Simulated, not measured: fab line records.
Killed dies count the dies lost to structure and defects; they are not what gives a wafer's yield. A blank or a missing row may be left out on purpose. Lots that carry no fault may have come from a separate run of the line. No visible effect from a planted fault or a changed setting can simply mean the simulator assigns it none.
Chamber matching    flow nandHarc    NHARC_A_M1_PRE_CLEAN_32 on pecvd-04: 3 sister chambers
The step time 12 s. 6 wafers are shown with their chamber, then 9 later ones without.

WAFERS, EACH WITH ITS CHAMBER
wafer   chamber  heaterPowerW (W)
L080.5  2        717
L079.4  2        684
L082.6  1        756
L085.1  0        602
L085.4  0        599
L085.6  1        748

WAFERS WHOSE CHAMBER IS MISSING
wafer   heaterPowerW (W)
L089.3  581
L089.5  747
L089.6  588
L090.2  753
L090.5  738
L090.6  620
L096.1  623
L096.2  772
L096.4  676

WHICH CHAMBER EACH ONE RAN IN
wafer    from the rows above       in truth
L089.3   0                         0
L089.5   1                         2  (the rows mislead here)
L089.6   0                         0
L090.2   1                         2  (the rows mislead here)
L090.5   can't be placed: 1 or 2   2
L090.6   0                         0
L096.1   0                         0
L096.2   1                         1
L096.4   2                         2
6 of 9 placed correctly. Not placeable from these rows: 1 (in 1, the candidates include the true chamber). Wrongly placed: 2.
How it was worked out, from the rows above alone: a wafer's distance from a chamber is the root of the sum, over the readings, of the square of ((its reading less the chamber's mean) divided by the reading's scatter). The wafer belongs to the nearest chamber; if the next one is less than 2 further off, it can't be placed. For every chamber, the mean is computed from those of its wafers that are shown. The scatter: the root of (the sum of the squares of (reading less its chamber's mean) over the shown wafers, divided by (wafers less chambers)).
